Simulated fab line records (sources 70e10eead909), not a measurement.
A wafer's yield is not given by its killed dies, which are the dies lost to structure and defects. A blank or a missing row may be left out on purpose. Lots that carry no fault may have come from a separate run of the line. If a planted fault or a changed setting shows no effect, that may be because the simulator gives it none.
Which tool did it?    flow nandHarc    72 wafers from 24 lots sampled at 5 of the route's 1302 steps

## WHAT EACH GAUGE READ, for each wafer
NHARC_A_SGD_CUT_OVL_MEAS_10. Usual: overlayXNm -0.1 nm, standard deviation 0.9; overlayYNm 0.2 nm, standard deviation 0.73.
lot   measured      on          overlayXNm (nm)  overlayYNm (nm)  flag
L074  day 18 04:02  overlay-02  1.0 0.5 0.4      -0.2 -0.7 -0.4   
L075  day 18 11:41  overlay-01  -1.2 -1.8 -1.4   0.5 1.0 0.5      
L076  day 19 10:27  overlay-01  1.2 0.3 0.2      0.2 -0.1 0.5     
L078  day 19 10:41  overlay-01  -0.3 -0.9 -0.8   -0.8 -1.3 -0.9   
L079  day 20 10:57  overlay-01  -0.2 -0.8 -0.9   0.6 0.2 -0.2     
L080  day 20 16:43  overlay-01  1.1 1.0 1.0      0.4 0.8 0.5      
L077  day 20 16:22  overlay-02  -0.2 0.0 0.2     0.5 0.6 -0.2     
L081  day 21 19:43  overlay-02  0.5 1.0 0.6      2.1 1.2 2.0      
L083  day 22 03:07  overlay-02  0.3 -0.1 -0.6    -0.4 0.1 0.2     
L082  day 22 03:35  overlay-02  0.8 1.1 0.6      0.7 0.5 0.4      
L084  day 22 14:50  overlay-02  -0.2 -0.7 0.6    0.1 -0.5 -0.5    
L085  day 22 13:35  overlay-01  0.5 0.3 0.7      -0.9 0.3 -0.2    
L086  day 23 10:11  overlay-02  -1.1 -1.3 -1.2   0.2 0.9 0.6      
L087  day 23 08:24  overlay-01  1.0 0.8 0.8      -0.1 -1.0 -0.7   
L088  day 23 21:13  overlay-01  -1.0 -0.3 -1.0   0.9 0.8 0.8      
L089  day 23 20:37  overlay-02  -1.9 -2.0 -2.2   0.6 0.8 0.5      
L090  day 24 05:28  overlay-01  -0.7 -0.5 0.1    -0.3 0.0 0.0     
L092  day 25 11:19  overlay-01  -0.3 -0.5 -0.5   0.1 0.6 0.7      
L091  day 25 11:55  overlay-02  -1.1 -0.7 -0.9   0.5 0.8 0.9      
L094  day 26 22:31  overlay-02  0.0 -0.2 -0.4    0.3 0.3 0.1      
L093  day 26 22:13  overlay-01  -0.2 -1.1 -0.2   0.3 0.3 0.3      
L095  day 27 06:48  overlay-02  -0.3 -0.6 -0.1   0.1 0.5 -0.6     
L096  day 27 06:35  overlay-01  1.5 1.5 2.1      -1.7 -1.9 -1.4   
L097  day 27 16:05  overlay-02  -0.6 0.1 -0.3    0.1 -0.3 0.6     

NHARC_A_SLIT_OVL_MEAS_10. Usual: overlayXNm -0.2 nm, standard deviation 0.94; overlayYNm -0.1 nm, standard deviation 1.
lot   measured      on          overlayXNm (nm)  overlayYNm (nm)  flag
L074  day 18 18:51  overlay-02  -1.0 -0.6 -0.6   1.8 2.0 1.7      
L075  day 19 00:47  overlay-01  0.7 1.0 0.9      -0.7 -0.9 -0.3   
L076  day 20 00:48  overlay-02  -0.8 -0.8 -0.5   0.5 0.6 0.7      
L078  day 19 23:49  overlay-01  1.5 0.8 1.3      -0.7 -0.4 -0.9   
L079  day 21 01:40  overlay-01  -0.9 -1.2 -0.7   -0.5 -0.5 -0.6   
L080  day 21 05:28  overlay-02  0.4 0.6 0.3      1.8 2.4 1.8      
L077  day 21 01:51  overlay-02  -1.7 -1.8 -1.6   0.4 0.5 0.4      
L081  day 22 07:34  overlay-02  0.5 0.5 0.5      -0.8 -1.2 -0.5   
L083  day 22 18:19  overlay-01  -0.9 -0.7 -0.1   1.4 0.7 0.5      
L082  day 22 14:41  overlay-02  0.4 0.6 0.9      1.1 2.0 1.7      
L084  day 23 01:11  overlay-01  -0.9 -0.4 -0.3   -0.9 -0.8 -1.1   
L085  day 23 01:24  overlay-02  0.4 0.9 0.0      -0.4 -1.2 -1.0   
L086  day 24 00:00  overlay-01  -0.3 -0.3 -0.1   -1.0 -1.1 -0.8   
L087  day 23 23:50  overlay-02  -1.3 -1.2 -2.0   -0.6 -0.1 -0.9   
L088  day 24 08:42  overlay-02  0.8 1.1 1.2      1.1 1.0 1.2      
L089  day 24 08:32  overlay-02  -0.1 -0.5 -0.5   0.2 0.1 0.0      
L090  day 24 20:17  overlay-02  0.5 1.0 0.8      1.1 1.2 0.7      
L092  day 26 04:24  overlay-01  -0.4 -0.7 -1.3   -1.0 -1.0 -0.9   
L091  day 26 04:45  overlay-01  0.9 1.2 1.4      -1.4 -0.9 -0.6   
L094  day 27 10:05  overlay-02  -0.5 -0.6 -1.0   -1.1 -1.1 -0.7   
L093  day 27 09:35  overlay-02  -0.9 -1.1 -1.1   -0.9 -0.5 -0.3   
L095  day 27 21:32  overlay-01  -1.7 -1.4 -1.5   -0.9 -1.2 -0.8   
L096  day 27 19:31  overlay-02  1.5 1.7 1.6      -0.3 -0.9 -0.7   
L097  day 28 03:42  overlay-02  -1.0 -0.9 -1.3   -0.1 0.1 0.2     

## WHICH TOOL RAN EACH LOT (tool, then ch and the chambers of the sampled wafers, then the start)
lot   NHARC_A_STAIRCASE_ETCH_452                    NHARC_A_STAIRCASE_ALD_420        NHARC_A_STAIRCASE_ETCH_444
L074  rieDiel-01 ch 0,1,2, day 16 08:53 or earlier  aldHk-02 ch 0,1,2, day 16 08:53  rieDiel-01 ch 1,2, day 17 20:17
L075  rieDiel-08 ch 0,3, day 16 13:40 or earlier    aldHk-04 ch 0,1, day 16 13:40    rieDiel-07 ch 1,2,3, day 18 04:19
L076  rieDiel-08 ch 0,2,3, day 17 19:38 or earlier  aldHk-04 ch 2,3, day 17 19:38    rieDiel-01 ch 2,3, day 19 02:33
L078  rieDiel-01 ch 0,1, day 17 21:28 or earlier    aldHk-01 ch 0,1,2, day 17 21:28  rieDiel-07 ch 0,1,2, day 19 03:10
L079  rieDiel-08 ch 0,2,3, day 18 14:55 or earlier  aldHk-04 ch 0,1,3, day 18 14:55  rieDiel-01 ch 2,3, day 20 02:56
L080  rieDiel-01 ch 1,2,3, day 18 23:28 or earlier  aldHk-04 ch 0,1, day 18 23:28    rieDiel-08 ch 2,3, day 20 08:38
L077  rieDiel-08 ch 1,2,3, day 18 23:28 or earlier  aldHk-01 ch 0,2,3, day 18 23:28  rieDiel-07 ch 0,2,3, day 20 08:40
L081  rieDiel-07 ch 0,3, day 20 01:57 or earlier    aldHk-04 ch 1,3, day 20 01:57    rieDiel-01 ch 1,2,3, day 21 11:52
L083  rieDiel-08 ch 0,1, day 20 07:55 or earlier    aldHk-02 ch 0,3, day 20 07:55    rieDiel-01 ch 0,1,2, day 21 19:24
L082  rieDiel-01 ch 1,2, day 20 07:55 or earlier    aldHk-01 ch 0,1,3, day 20 07:55  rieDiel-07 ch 0,1,3, day 21 19:08
L084  rieDiel-07 ch 0,2,3, day 20 23:08 or earlier  aldHk-04 ch 0,2,3, day 20 23:08  rieDiel-07 ch 1,2, day 22 05:58
L085  rieDiel-07 ch 0,2,3, day 20 22:33 or earlier  aldHk-01 ch 0,2,3, day 20 22:33  rieDiel-01 ch 1,2, day 22 05:49
L086  rieDiel-07 ch 0,1,2, day 21 15:20 or earlier  aldHk-01 ch 0,3, day 21 15:20    rieDiel-07 ch 2,3, day 23 01:19
L087  rieDiel-01 ch 0,1,2, day 21 15:19 or earlier  aldHk-02 ch 0,2,3, day 21 15:19  rieDiel-01 ch 0,2,3, day 23 00:28
L088  rieDiel-07 ch 0,1, day 22 03:37 or earlier    aldHk-01 ch 1,3, day 22 03:37    rieDiel-08 ch 1,3, day 23 12:32
L089  rieDiel-08 ch 0,1,3, day 22 04:42 or earlier  aldHk-01 ch 1,2, day 22 04:42    rieDiel-07 ch 1,2, day 23 11:07
L090  rieDiel-01 ch 2,3, day 22 13:44 or earlier    aldHk-02 ch 2,3, day 22 13:44    rieDiel-08 ch 0,1,2, day 23 22:32
L092  rieDiel-01 ch 0,1, day 23 14:51 or earlier    aldHk-02 ch 0,1, day 23 14:51    rieDiel-07 ch 0,2,3, day 25 04:11
L091  rieDiel-01 ch 0,1,2, day 23 22:10 or earlier  aldHk-04 ch 0,1,2, day 23 22:10  rieDiel-01 ch 1,2,3, day 25 04:20
L094  rieDiel-07 ch 0,1, day 24 22:59 or earlier    aldHk-02 ch 2,3, day 24 22:59    rieDiel-07 ch 0,2,3, day 26 15:32
L093  rieDiel-07 ch 0,1,2, day 25 02:14 or earlier  aldHk-02 ch 0,1,3, day 25 02:14  rieDiel-01 ch 0,1,3, day 26 14:26
L095  rieDiel-01 ch 0,3, day 25 14:58 or earlier    aldHk-04 ch 0,1,3, day 25 14:58  rieDiel-07 ch 0,1,2, day 26 23:22
L096  rieDiel-07 ch 0,1,2, day 25 14:59 or earlier  aldHk-02 ch 0,1,3, day 25 14:59  rieDiel-08 ch 1,2,3, day 26 22:44
L097  rieDiel-01 ch 0,1,2, day 25 21:44 or earlier  aldHk-02 ch 0,1,2, day 25 21:44  rieDiel-08 ch 0,2,3, day 27 08:15
- NHARC_A_STAIRCASE_ETCH_452: etches the open film in CF4/O2, target depth 30 nm, overetch 3 nm, time 16.5 s.
- NHARC_A_STAIRCASE_ALD_420: deposits SiO2, target thk 20 nm, pulse time 6 s, ald cycles 200.
- NHARC_A_STAIRCASE_ETCH_444: etches the open film in C4F8/O2, target depth 20400 nm, time 6800 s.

## WHAT THE TOOLS THEMSELVES READ (means of the sampled wafers that have a number; where no wafer has one, the mark that the record gives instead)
NHARC_A_STAIRCASE_ETCH_452. Usual: for drypumpMotorCurrentA, 5.5 A with a standard deviation of 0.48; for mfcArSccm, 0.004 sccm with a standard deviation of 0.0079; for oes_ar_750_au, 1.000 a.u. with a standard deviation of 0.0048; for oesProductAu, 1.001 a.u. with a standard deviation of 0.01; for rfVppV, 197.7 V with a standard deviation of 1.6; for showerheadPlenumPTorr, 1.33 Torr with a standard deviation of 0.062; for throttleValvePct, 13.397 % with a standard deviation of 0.0096.
lot   tool        drypumpMotorCurrentA (A)  mfcArSccm (sccm)  oes_ar_750_au (a.u.)  oesProductAu (a.u.)  rfVppV (V)  showerheadPlenumPTorr (Torr)  throttleValvePct (%)  flag
L074  rieDiel-01  5.5                       0.000             1.003                 1.007                197.4       1.32                          13.410                
L075  rieDiel-08  5.5                       0.000             1.003                 1.010                197.1       1.31                          13.401                
L076  rieDiel-08  5.6                       0.000             0.999                 1.001                197.2       1.31                          13.396                
L078  rieDiel-01  5.2                       0.000             0.998                 1.000                196.6       1.29                          13.398                
L079  rieDiel-08  5.6                       0.000             0.998                 0.999                197.5       1.30                          13.399                
L080  rieDiel-01  5.7                       0.009             0.999                 1.001                197.2       1.34                          13.401                
L077  rieDiel-08  5.8                       0.001             1.001                 0.998                196.9       1.28                          13.392                
L081  rieDiel-07  4.8                       0.000             0.995                 0.991                198.6       1.34                          13.402                
L083  rieDiel-08  5.2                       0.001             0.998                 1.004                196.0       1.34                          13.393                
L082  rieDiel-01  5.9                       0.000             1.003                 0.999                198.6       1.35                          13.390                
L084  rieDiel-07  5.2                       0.000             1.001                 0.985                198.2       1.34                          13.403                
L085  rieDiel-07  5.2                       0.000             0.998                 1.002                197.7       1.34                          13.397                
L086  rieDiel-07  5.5                       0.005             1.000                 0.990                199.1       1.39                          13.394                
L087  rieDiel-01  5.5                       0.000             0.997                 1.002                196.7       1.31                          13.390                
L088  rieDiel-07  5.1                       0.005             0.996                 0.991                199.5       1.39                          13.399                
L089  rieDiel-08  5.5                       0.001             1.004                 0.999                197.3       1.31                          13.401                
L090  rieDiel-01  5.8                       0.009             0.999                 1.006                197.9       1.39                          13.396                
L092  rieDiel-01  5.2                       0.000             1.001                 1.010                196.6       1.28                          13.396                
L091  rieDiel-01  5.5                       0.000             0.994                 1.011                197.7       1.31                          13.397                
L094  rieDiel-07  5.4                       0.009             0.996                 1.003                199.5       1.40                          13.395                
L093  rieDiel-07  5.5                       0.005             1.001                 0.995                199.5       1.39                          13.396                
L095  rieDiel-01  5.3                       0.018             0.998                 1.009                198.6       1.35                          13.401                
L096  rieDiel-07  5.5                       0.005             1.001                 0.993                198.6       1.39                          13.398                
L097  rieDiel-01  5.5                       0.000             1.000                 1.009                198.0       1.38                          13.401                

NHARC_A_STAIRCASE_ALD_420. Usual: heaterPowerW 456 W, standard deviation 38; precursorPulseHeightRel 0.999, standard deviation 0.02.
lot   tool      heaterPowerW (W)  precursorPulseHeightRel  flag
L074  aldHk-02  470               1.010                    
L075  aldHk-04  429               0.982                    
L076  aldHk-04  436               0.978                    
L078  aldHk-01  478               0.992                    
L079  aldHk-04  420               1.002                    
L080  aldHk-04  420               0.991                    
L077  aldHk-01  488               1.010                    
L081  aldHk-04  425               1.003                    
L083  aldHk-02  522               1.008                    
L082  aldHk-01  445               0.996                    
L084  aldHk-04  423               0.997                    
L085  aldHk-01  481               1.012                    
L086  aldHk-01  455               0.999                    
L087  aldHk-02  487               1.013                    
L088  aldHk-01  434               1.012                    
L089  aldHk-01  453               1.017                    
L090  aldHk-02  498               1.007                    
L092  aldHk-02  452               0.965                    
L091  aldHk-04  412               1.006                    
L094  aldHk-02  506               1.000                    
L093  aldHk-02  474               1.000                    
L095  aldHk-04  425               1.011                    
L096  aldHk-02  478               0.986                    
L097  aldHk-02  463               1.024                    

NHARC_A_STAIRCASE_ETCH_444. Usual: oesProductAu 0.933 a.u., standard deviation 0.017; rfVppV 807 V, standard deviation 5.3.
lot   tool        oesProductAu (a.u.)  rfVppV (V)  flag
L074  rieDiel-01  0.980                804         
L075  rieDiel-07  0.938                810         
L076  rieDiel-01  0.924                812         
L078  rieDiel-07  0.925                813         
L079  rieDiel-01  0.927                811         
L080  rieDiel-08  0.920                801         
L077  rieDiel-07  0.960                808         
L081  rieDiel-01  0.932                807         
L083  rieDiel-01  0.920                805         
L082  rieDiel-07  0.952                809         
L084  rieDiel-07  0.916                811         
L085  rieDiel-01  0.930                808         
L086  rieDiel-07  0.918                803         
L087  rieDiel-01  0.929                809         
L088  rieDiel-08  0.935                803         
L089  rieDiel-07  0.920                812         
L090  rieDiel-08  0.974                804         
L092  rieDiel-07  0.913                808         
L091  rieDiel-01  0.936                812         
L094  rieDiel-07  0.929                806         
L093  rieDiel-01  0.926                810         
L095  rieDiel-07  0.920                811         
L096  rieDiel-08  0.927                802         
L097  rieDiel-08  0.929                802         

## THE ANSWER, worked out from the rows above alone
Rule: lot off if the mean of its wafers having a number is beyond 3 standard deviations from the usual mean. A lot without any number at a reading at which 4 lots or more have one is off too. Where the step has rows for the other lots, those lots are counted as sound. After the gauges, taken in route order, come the tools' own readings; for these a lot's mean is taken, as printed above. At the first step where some lot is off, the reading lying furthest off is the one used; lots without a number count as furthest.
Nothing can be told from this: no lot is off at any reading shown.

## WHAT THE SIMULATOR HAD INSERTED
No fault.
